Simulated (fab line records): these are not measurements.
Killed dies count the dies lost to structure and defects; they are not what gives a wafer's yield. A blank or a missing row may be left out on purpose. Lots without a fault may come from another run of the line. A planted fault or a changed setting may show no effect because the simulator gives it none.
Matching of chambers | flow n5_finfet | N5_MOL_CONTACT_COAG_CMP_28 on cmp-03 has 4 sister chambers
The step polishes, stops on SiNx, t overpolish 0.85 s, target thk 14.522 nm. 16 wafers are shown with their chamber, then 8 later ones without.

== WAFERS PAIRED WITH THEIR CHAMBERS ==
wafer  | chamber | motor_current_A (A) | time_to_endpoint_s (s) | platen_rpm (rpm)
L080.4 | 0       | 14.4                | 6.0                    | 51.76
L080.5 | 3       | 12.1                | 6.1                    | 51.75
L080.6 | 2       | 11.8                | 9.4                    | 51.78
L081.3 | 2       | 12.0                | 8.6                    | 51.79
L081.4 | 1       | 12.4                | 8.0                    | 51.75
L081.5 | 0       | 13.1                | 6.4                    | 51.86
L087.1 | 1       | 12.5                | 5.3                    | 51.77
L087.5 | 1       | 12.2                | 5.1                    | 51.80
L087.6 | 0       | 13.9                | 3.5                    | 51.75
L089.1 | 1       | 11.7                | 3.6                    | 51.83
L089.3 | 3       | 12.0                | 3.1                    | 51.79
L089.4 | 0       | 14.2                | 3.8                    | 51.85
L091.1 | 1       | 13.0                | 4.7                    | 51.79
L091.4 | 2       | 12.0                | 6.4                    | 51.76
L091.5 | 3       | 11.8                | 4.3                    | 51.80
L094.1 | 0       | 14.0                | 3.7                    | 51.84

SIGNATURES, as means of the wafers listed above
reading            | chamber 0 | chamber 1 | chamber 2 | chamber 3 | scatter within a chamber
motor_current_A    | 13.920    | 12.360    | 11.933    | 11.967    | 0.403
time_to_endpoint_s | 4.680     | 5.340     | 8.133     | 4.500     | 1.52
platen_rpm         | 51.8120   | 51.7880   | 51.7767   | 51.7800   | 0.0372
Rule: distance of a wafer from a chamber = root of the sum over the readings of ((wafer's reading minus chamber's mean) / reading's scatter) squared. If the next closest chamber is less than 2 further off than the closest, the wafer can't be placed; otherwise it belongs to the closest. The scatter is the square root of a quotient: the sum, over the shown wafers, of each reading's squared deviation from its chamber's mean, divided by wafers minus chambers.

== WAFERS WITH NO CHAMBER GIVEN ==
wafer  | motor_current_A (A) | time_to_endpoint_s (s) | platen_rpm (rpm)
L094.2 | 12.0                | 2.8                    | 51.74
L094.6 | 14.4                | 2.2                    | 51.79
L095.3 | 14.0                | 2.1                    | 51.79
L095.5 | 12.0                | 2.8                    | 51.80
L095.6 | 13.3                | 4.0                    | 51.85
L096.1 | 12.3                | 1.5                    | 51.79
L096.4 | 13.4                | 2.7                    | 51.75
L096.6 | 14.6                | 3.0                    | 51.83

== WHICH CHAMBER EACH WENT THROUGH ==
wafer  | from the rows above          | in truth
L094.2 | can't be placed: 3 or 1      | 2
L094.6 | 0                            | 0
L095.3 | 0                            | 0
L095.5 | can't be placed: 3 or 1      | 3
L095.6 | can't be placed: 0 or 1 or 3 | 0
L096.1 | can't be placed: 3 or 1      | 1
L096.4 | can't be placed: 0 or 1 or 3 | 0
L096.6 | 0                            | 0
Placed correctly: 3 of 8. Unplaceable from these rows: 5, with the true chamber sitting among the candidates in 4. Number placed wrongly: 0.
